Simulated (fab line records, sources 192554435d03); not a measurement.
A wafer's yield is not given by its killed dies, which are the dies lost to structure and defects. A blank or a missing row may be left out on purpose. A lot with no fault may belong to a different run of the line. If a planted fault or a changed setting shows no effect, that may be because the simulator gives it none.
Chamber matching + flow n5_finfet + 3 sister chambers for N5_BEOL_M9_CURE_71 on uv_cure-03
The step cures SiCOH lowk, time 240 s. 3 wafers are shown with their chamber, then 12 later ones without.

WAFERS, EACH WITH ITS CHAMBER
| wafer  | chamber | wafer_temp_C_max |
|--------|---------|------------------|
| L078.6 | 2       | 388.2            |
| L087.3 | 0       | 386.4            |
| L088.6 | 1       | 386.3            |

WAFERS WHOSE CHAMBER IS MISSING
| wafer  | wafer_temp_C_max |
|--------|------------------|
| L090.3 | 387.3            |
| L090.4 | 387.1            |
| L090.6 | 387.5            |
| L091.2 | 387.8            |
| L091.4 | 387.1            |
| L091.6 | 386.9            |
| L096.1 | 387.0            |
| L096.3 | 387.5            |
| L096.5 | 387.8            |
| L097.1 | 388.5            |
| L097.2 | 386.8            |
| L097.3 | 387.0            |

CHAMBER TAKEN BY EACH
| wafer  | from the rows above          | in truth |
|--------|------------------------------|----------|
| L090.3 | can't be placed: 2 or 0 or 1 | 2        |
| L090.4 | can't be placed: 0 or 1 or 2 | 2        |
| L090.6 | can't be placed: 2 or 0 or 1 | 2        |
| L091.2 | can't be placed: 2 or 0 or 1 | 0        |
| L091.4 | can't be placed: 0 or 1 or 2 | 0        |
| L091.6 | can't be placed: 0 or 1 or 2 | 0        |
| L096.1 | can't be placed: 0 or 1 or 2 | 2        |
| L096.3 | can't be placed: 2 or 0 or 1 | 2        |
| L096.5 | can't be placed: 2 or 0 or 1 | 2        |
| L097.1 | 2                            | 2        |
| L097.2 | can't be placed: 0 or 1 or 2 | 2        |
| L097.3 | can't be placed: 0 or 1 or 2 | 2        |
Correct placement for 1 of the 12. Cannot be placed on the basis of these rows: 11; the candidates contain the true chamber in 11. Number placed wrongly: 0.
How it was worked out, from the rows above alone: a wafer's distance from a chamber is the root of the sum, over the readings, of the square of ((its reading less the chamber's mean) divided by the reading's scatter). If the next closest chamber is less than 2 further off than the closest, the wafer can't be placed; otherwise it belongs to the closest. A chamber's mean is the mean of its shown wafers. The scatter: root of mean squared gap, hidden wafer to nearest shown wafer, with one shown wafer a chamber.
